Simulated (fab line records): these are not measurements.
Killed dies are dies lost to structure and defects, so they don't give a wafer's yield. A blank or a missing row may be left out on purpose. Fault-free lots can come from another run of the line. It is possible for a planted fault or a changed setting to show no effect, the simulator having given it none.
Split-lot experiment | flow n5_finfet | route with 1938 steps; 7 lots, 21 wafers read

THE SPLIT ITSELF
At N5_GATE_CUT_HM_DEP_46 (deposits SiO2 from TEOS/O2, target thk 130 nm, time 26.6 s), the setting time_s was moved away from the recipe's 26.6 s on 9 of the 21 wafers read, by -10.9% to +13.5%. For the rest of the wafers, this setting stayed at what the recipe calls for.

FROM THE SPLIT TO THE READING: what the file shows between them, 9 steps
- N5_GATE_CUT_COAT_34: time 60 s, resist thk 60 nm
- N5_GATE_CUT_COAT_35: time 60 s, resist thk 10 nm
- N5_GATE_CUT_STRIP_38: strips in N2/H2
- N5_GATE_CUT_STRIP_39: strips in N2/H2
- N5_GATE_CUT_HM_OPEN_40: chemistry C4F6/O2, target SiO2, target depth 139 nm, time 85.1 s
- N5_GATE_CUT_STRIP_41: strips in CF4
- N5_GATE_CUT_STRIP_42: strips in O2
- N5_GATE_CUT_ALD_22: deposits SiNx, target thk 16 nm, pulse time 1 s, ald cycles 320
- N5_GATE_CUT_CMP_23: polishes, stops on SiO2, t overpolish 23.4 s, target thk 16 nm

THE READING
GC_FILL_THK, in nm, at N5_GATE_CUT_THK_MEAS_24. Typical for fault-free wafers on this fab line: 220.2 nm, with standard deviation 2.2 nm.

wafer  | tool, chamber at the split | time_s as run, s | against the recipe | GC_FILL_THK, nm | against lot-mates on the recipe
L079.1 | pecvd-03, 2                | 27.92            | +5.0%              | 226.4           | +4.3
L079.4 | pecvd-03, 2                | 26.6             | recipe             | 222.9           | -
L079.5 | pecvd-03, 2                | 26.6             | recipe             | 221.2           | -
L081.2 | pecvd-03, 0                | 23.71            | -10.9%             | 208.5           | -13.6
L081.3 | pecvd-03, 1                | 23.71            | -10.9%             | 206.5           | -15.6
L081.6 | pecvd-03, 0                | 26.6             | recipe             | 222.1           | -
L083.1 | pecvd-04, 0                | 30.18            | +13.5%             | 234.4           | +15.4
L083.3 | pecvd-04, 1                | 30.18            | +13.5%             | 235.7           | +16.7
L083.5 | pecvd-04, 2                | 26.6             | recipe             | 219.0           | -
L086.3 | pecvd-03, 1                | 25.17            | -5.4%              | 214.0           | -7.0
L086.5 | pecvd-03, 1                | 26.6             | recipe             | 221.0           | -
L086.6 | pecvd-03, 2                | 25.17            | -5.4%              | 214.4           | -6.6
L090.1 | pecvd-02, 1                | 26.6             | recipe             | 218.7           | -
L090.5 | pecvd-02, 2                | 26.6             | recipe             | 219.3           | -
L090.6 | pecvd-02, 1                | 26.6             | recipe             | 218.8           | -
L091.1 | pecvd-04, 0                | 24.37            | -8.4%              | 211.3           | -7.2
L091.2 | pecvd-04, 2                | 26.6             | recipe             | 218.5           | -
L091.5 | pecvd-04, 1                | 24.37            | -8.4%              | 211.3           | -7.2
L092.4 | pecvd-02, 2                | 26.6             | recipe             | 217.7           | -
L092.5 | pecvd-02, 0                | 26.6             | recipe             | 223.4           | -
L092.6 | pecvd-02, 1                | 26.6             | recipe             | 217.6           | -

FIT RESULTS
A straight line over all 21 wafers: GC_FILL_THK changes by +1.12 nm for each +1% of time_s; r = +0.98; the points scatter about the line by 1.6 nm.
The same after taking each lot's own level away (the mean of its wafers on the recipe; 21 wafers): +1.17 nm for each +1%; r = +0.98; scatter 1.6 nm.
That fit puts the effect of the largest move of time_s on the reading at 16 nm.
Measured against the standard deviation above, the lots' own levels, which go from 218.50 to 222.10 nm, span 1.6 times it.
The two slopes are in agreement: the lot-to-lot level therefore moves the slope only a little.
Check: with one of the wafers moved furthest among these (+13.5%) left out of the fit, the line predicts +16 nm for it against its lot-mates. It came out at +15.4 nm against them.

THESE WAFERS: OTHER SPLITS
Note: prior to the reading, these wafers also went through further splits. Each is held against what the fit with the lots' levels taken away leaves over:
other split on the same wafers | wafers away from the commonest value | r with GC_FILL_THK (lot level and that fit taken away)
N5_DUMMY_GATE_COAT_28 spin_rpm | 3                                    | -0.02
N5_SD_EPI_N_EPI_21 time_s      | 5                                    | -0.13
N5_SD_EPI_N_PRECLEAN_49 time_s | 5                                    | -0.01
N5_SDB_COAT_04 spin_rpm        | 9                                    | -0.13
N5_HKMG_FIN_ETCH_55 time_s     | 9                                    | +0.26

THE WHOLE CHAIN: every reading that the file lists as answering this split, in the file's order
step                    | what it does                                                     | reading                                                                            | change (the file's fit)                | r (the file's)
N5_GATE_CUT_HM_DEP_46   | deposits SiO2 from TEOS/O2, target thk 130 nm, time 26.6 s       | SiO2_of_GATE_CUT_HM_DEP_46.thk_nm (the simulator's own value, which no gauge read) | +1.23 nm for each +1% of the setting   | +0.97
N5_GATE_CUT_HM_OPEN_40  | chemistry C4F6/O2, target SiO2, target depth 139 nm, time 85.1 s | etch_rf_on_time_s                                                                  | withheld for each +1% of the setting   | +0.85
N5_GATE_CUT_HM_OPEN_40  | chemistry C4F6/O2, target SiO2, target depth 139 nm, time 85.1 s | etch.depth_nm (the simulator's own value, which no gauge read)                     | +1.23 nm for each +1% of the setting   | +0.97
N5_GATE_CUT_HM_OPEN_40  | chemistry C4F6/O2, target SiO2, target depth 139 nm, time 85.1 s | SOC_of_GATE_CUT_COAT_34.thk_nm (the simulator's own value, which no gauge read)    | -0.26 nm for each +1% of the setting   | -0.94
N5_GATE_CUT_THK_MEAS_24 |                                                                  | GC_FILL_THK                                                                        | +1.17 for each +1% of the setting      | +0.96
N5_GATE_CUT_CMP_43      | polishes SiO2                                                    | SiO2_of_GATE_CUT_HM_DEP_46.thk_nm (the simulator's own value, which no gauge read) | +0.0588 nm for each +1% of the setting | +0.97

THE FILE'S OWN FIT
GC_FILL_THK changes by +1.17 nm for each +1% of time_s, r = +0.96.
